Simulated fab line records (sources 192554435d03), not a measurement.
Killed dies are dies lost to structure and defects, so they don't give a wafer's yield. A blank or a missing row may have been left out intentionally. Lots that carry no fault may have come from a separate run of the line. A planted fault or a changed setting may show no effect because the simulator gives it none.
A struck lot beside a sound one | flow n5Finfet | 37 steps out of a route of 1938
Sound: these wafers, L464.1, L464.3, L464.5. The struck wafers were L469.1, L469.5, L469.6. Last of all comes the cause.
For every step that has rows: the tool of each side, followed by ch and its chambers, followed by its first start. Under that, the readings that differ: sound wafers | struck wafers | difference of the means | sigmas: that difference in standard deviations of wafers without a fault.
alike: readings whose means differ by less than 2 such deviations, and words and numbers that are the same on both sides. not compared: withheld readings, readings that some wafer has no value for, bounds like >300 that may hide the same value, and numbers for which the record gives no deviation and whose values overlap.
Wherever a step has rows on one side only, a row that says differs or no value, or a row with sigmas, the two part there. When numbers do not overlap yet have no deviation, they are printed without sigmas and do not part them. A reading that every wafer of one side lacks parts them only if that side has two wafers or more.

first, 9 steps without rows for these wafers: N5_BEOL_M4_ANNEAL_95 (time 240 s); N5_BEOL_M4_SPUTTER_96 (material Cu, target thk 4.5 nm, time 8.29 s); N5_BEOL_M4_ECD_50 (material Cu, target thk 300 nm); N5_BEOL_M4_ANNEAL_51 (time 90 s); N5_BEOL_M4_CMP_52 (polishes, stops on SiOC, t overpolish 6.8 s, target thk 40 nm); N5_BEOL_M4_PRE_CLEAN_60 (time 15 s); N5_BEOL_M4_CO_CAP_55 (material Co, precursor CCTBA/H2, target thk 2 nm, time 102.1 s); N5_BEOL_M4_PRE_CLEAN_56 (time 15 s); N5_BEOL_M4_DEP_57 (deposits SiCN from 3MS/NH3, target thk 8 nm, time 14 s).
N5_BEOL_M4_RC_MEAS_101:
  sound on prober-02 ch 0, day 11 16:56; struck on prober-01 ch 0, day 12 16:08
reading       | sound                | struck               | difference | sigmas
ION_P (uA/um) | 451 458 449          | 464 465 468          | +13        | +2
VT_P (mV)     | -253.9 -254.2 -255.6 | -247.8 -251.5 -247.0 | +5.8       | +3
  alike: DIBL_N, DIBL_P, IOFF_N, IOFF_P, ION_N, SS_N, SS_P, VT_N
then, 24 steps without rows for these wafers: N5_BEOL_M5_ILD_DEP_00 (deposits SiCOH lowk from DEMS/porogen, target thk 140.64 nm, time 25.9 s); N5_BEOL_M5_CURE_79 (cures SiCOH lowk, time 240 s); N5_BEOL_M5_PECVD_70 (deposits SiO2 from TEOS/O2, target thk 16 nm, time 18 s); N5_BEOL_M5_HM_DEP_02 (deposits TiN, target thk 20 nm); N5_BEOL_M5_COAT_59 (time 60 s, resist thk 60 nm); N5_BEOL_M5_COAT_60 (time 60 s, resist thk 12 nm); N5_BEOL_M5_COAT_71 (time 60 s, resist thk 5 nm); N5_BEOL_M5_COAT_05 (resist thk 30 nm); N5_BEOL_M5_EBR_07; N5_BEOL_M5_SOFTBAKE_06 (time 60 s); N5_BEOL_M5_EXPOSE_08 (exposes mask M5, target cd 28 nm); N5_BEOL_M5_PEB_09 (peb time 60 s); N5_BEOL_M5_DEVELOP_10 (develop time 30 s); N5_BEOL_M5_DESCUM_16 (chemistry O2, time 7 s); N5_BEOL_M5_ETCH_72 (etches underlayer in N2/H2, target depth 6.5 nm, time 5.2 s); N5_BEOL_M5_ETCH_61 (etches SiARC in CF4, target depth 15.6 nm, time 26 s); N5_BEOL_M5_ETCH_62 (etches SOC in N2/H2, target depth 75 nm, overetch 15 nm, time 112.5 s); N5_BEOL_M5_STRIP_63 (strips in N2/H2); N5_BEOL_M5_STRIP_73 (strips in N2/H2); N5_BEOL_M5_STRIP_64 (strips in CF4); N5_BEOL_M5_HM_OPEN_17 (chemistry Cl2/BCl3, target TiN, target depth 20 nm, overetch 6 nm); N5_BEOL_M5_STRIP_19 (strips in O2); N5_BEOL_M5_COAT_65 (time 60 s, resist thk 60 nm); N5_BEOL_M5_COAT_66 (time 60 s, resist thk 12 nm).
-- here the record skips 3 days between the struck wafers' starts before and after, leaving off in module BEOL_M5 and picking up in module BEOL_M12 (first step shown: number 1619 of the route) --
N5_BEOL_M12_STRIP_64: strips in N2/H2.
  sound on plasmaAsher-02 ch 0,1, day 14 15:31; struck on plasmaAsher-02 ch 0,1, day 15 12:35
  no value came back on the struck wafers for any of 5 readings (drypumpMotorCurrentA (A), h2FlowSccm (sccm) and others); on the sound wafers drypumpMotorCurrentA (A) reads 6.1 5.9 5.9
reading                                   | sound | struck   | difference | sigmas
model.BARC_of_BEOL_M12_COAT_58.thkNm (nm) | 0 0 0 | 89 89 89 | +89        | 
  not compared: rfHoursCounterH
N5_BEOL_M12_ETCH_38: etches SiCN in CF4/N2, target depth 68.7 nm, time 73.4 s.
  sound on rieDiel-03 ch 1,2,3, day 14 19:40; struck on rieDiel-03 ch 0,3, day 15 16:31
reading                                   | sound | struck         | difference | sigmas
model.BARC_of_BEOL_M12_COAT_58.thkNm (nm) | 0 0 0 | 29.6 30.8 30.4 | +30.3      | 
  alike: drypumpMotorCurrentA, mfcArSccm, oesProductAu, rfVppV, showerheadPlenumPTorr, throttleValvePct
  not compared: rfHoursCounterH
N5_PASSIVATION_PROBE_49:
  the record has rows for the struck wafers here (prober-02, day 17 08:25) and none for the sound ones

== WHERE THEY PART ==
First at N5_BEOL_M4_RC_MEAS_101; last, within this record, at N5_PASSIVATION_PROBE_49.

WHY: the cause the simulator had injected
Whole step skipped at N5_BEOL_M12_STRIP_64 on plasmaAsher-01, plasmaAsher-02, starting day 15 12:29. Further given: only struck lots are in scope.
